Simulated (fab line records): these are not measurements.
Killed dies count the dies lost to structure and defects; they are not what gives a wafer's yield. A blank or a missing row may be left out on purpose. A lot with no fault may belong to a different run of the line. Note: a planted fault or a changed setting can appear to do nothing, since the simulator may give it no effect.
Comparing a struck lot with a sound one | flow n5Finfet | 37 out of 1938 route steps
Sound: the wafers L925.4, L925.5, L925.6. Struck: wafer L914.5 (left out: L914.3, a lot-mate that was not struck); the cause follows at the end.
Per side, at each step with rows, come the tool, then ch with its chambers, and then its first start. Under that, the readings that differ: sound wafers | struck wafers | difference of the means | sigmas: that difference in standard deviations of wafers without a fault.
alike: readings whose means differ by less than 2 such deviations, and words and numbers that are the same on both sides. not compared: withheld readings, readings that some wafer has no value for, bounds like >300 that may hide the same value, and numbers for which the record gives no deviation and whose values overlap.
A row with sigmas, a row that says differs or no value, or rows on one side alone: a step with any of these is where the two part. Numbers that don't overlap but have no deviation are shown without sigmas and don't part them. Lack of a reading on every wafer of one side parts them only where that side has two or more wafers.

first, 10 steps without rows for these wafers: N5_DUMMY_GATE_ETCH_32 (etches SiO2 in CF4, target depth 3.5 nm, time 3.9 s); N5_DUMMY_GATE_ETCH_23 (etches poly-Si in HBr/Cl2/O2, target depth 41 nm, time 22.3 s); N5_DUMMY_GATE_ETCH_44 (etches poly-Si in HBr/O2, stops on SiO2, target depth 127.5 nm); N5_DUMMY_GATE_ETCH_42 (etches SiO2 in CHF3/O2, target depth 3.5 nm, time 31 s); N5_DUMMY_GATE_STRIP_48 (strips in N2/H2, time 20 s); N5_DUMMY_GATE_PRECLEAN_33 (cleans in dHF, time 10 s); N5_DUMMY_GATE_PRECLEAN_25 (cleans in O3/DIW, time 45 s); N5_DUMMY_GATE_PRECLEAN_51 (cleans in SC2, time 45 s); N5_DUMMY_GATE_SRD_26 (time 30 s); N5_DUMMY_GATE_UV_OZONE_45 (time 120 s).
N5_SPACER0_ALD_07: deposits SiNx, target thk 2 nm.
  sound on aldSin-02 ch 0,2,3, day 7 18:04; struck on aldSin-02 ch 0, day 4 17:10
reading                                 | sound | struck | difference | sigmas
model.SiNx_of_SPACER0_ALD_07.thkNm (nm) | 2 2 2 | 1.4    | -0.6       | 
  alike: heaterPowerW
  not compared: sinceWetCleanH
then, 25 steps without rows for these wafers: N5_SPACER0_ALD_00 (deposits SiOCN, target thk 3.5 nm, pulse time 3 s, purge time 2 s); N5_SPACER0_ALD_08 (deposits SiNx, target thk 2 nm); N5_SD_EPI_N_COAT_32 (time 60 s, resist thk 350 nm); N5_SD_EPI_N_COAT_33 (time 60 s, resist thk 35 nm); N5_SD_EPI_N_COAT_03 (resist thk 150 nm); N5_SD_EPI_N_EBR_05; N5_SD_EPI_N_SOFTBAKE_04 (time 60 s); N5_SD_EPI_N_EXPOSE_06 (exposes mask SD N BLK, target cd 120 nm); N5_SD_EPI_N_PEB_07 (peb time 60 s); N5_SD_EPI_N_DEVELOP_08 (develop time 30 s); N5_SD_EPI_N_DESCUM_14 (chemistry O2, time 7.9 s); N5_SD_EPI_N_ETCH_34 (etches SiARC in CF4, target depth 45.5 nm, time 75.8 s); N5_SD_EPI_N_ETCH_35 (etches SOC in N2/H2, overetch 108 nm, time 486 s); N5_SD_EPI_N_STRIP_36 (strips in N2/H2); N5_SD_EPI_N_ETCHBACK_44 (etches SiNx in CH3F/O2, stops on SiO2, target depth 14.5 nm); N5_SD_EPI_N_ETCH_45 (etches SiOCN in CH3F/O2, target depth 6 nm); N5_SD_EPI_N_ETCH_16 (etches SiO2 in CHF3/O2, target depth 5 nm); N5_SD_EPI_N_STRIP_47 (strips in CHF3/O2); N5_SD_EPI_N_SD_RECESS_17 (chemistry HBr/Cl2/O2, target depth 41 nm, time 23.7 s, bt time 3 s); N5_SD_EPI_N_STRIP_38 (strips in N2/H2); N5_SD_EPI_N_WET_ETCH_43 (etches SiO2 in dHF, time 14 s, target depth 1.5 nm); N5_SD_EPI_N_STRIP_18 (strips in SPM, time 750 s); N5_SD_EPI_N_SRD_20 (time 30 s); N5_SD_EPI_N_PRECLEAN_48 (cleans in NF3:NH3, afs cycles 2, time 20 s, sublimation time 60 s); N5_SD_EPI_N_VAPOR_ETCH_50 (etches Si in HCl, time 54 s).
-- a jump in the record: the struck wafers' starts before and after are 5 days apart (it breaks off in module SD_EPI_N and resumes in module BEOL_M4, where the first step shown is number 1111 of the route) --
N5_BEOL_M4_RC_MEAS_101:
  sound on prober-02 ch 0, day 12 22:37; struck on prober-02 ch 0, day 9 21:46
reading         | sound           | struck | difference | sigmas
REXT_N (ohm.um) | 73.5 74.5 73.1  | 68.5   | -5.2       | -3
REXT_P (ohm.um) | 100.8 98.3 99.8 | 91.3   | -8.3       | -3
  alike: DIBL_N, DIBL_P, IOFF_N, IOFF_P, ION_N, ION_P, SS_N, SS_P, VT_N, VT_P

== WHERE THEY PART ==
Only at N5_BEOL_M4_RC_MEAS_101, within this record.

WHY: the cause the simulator had injected
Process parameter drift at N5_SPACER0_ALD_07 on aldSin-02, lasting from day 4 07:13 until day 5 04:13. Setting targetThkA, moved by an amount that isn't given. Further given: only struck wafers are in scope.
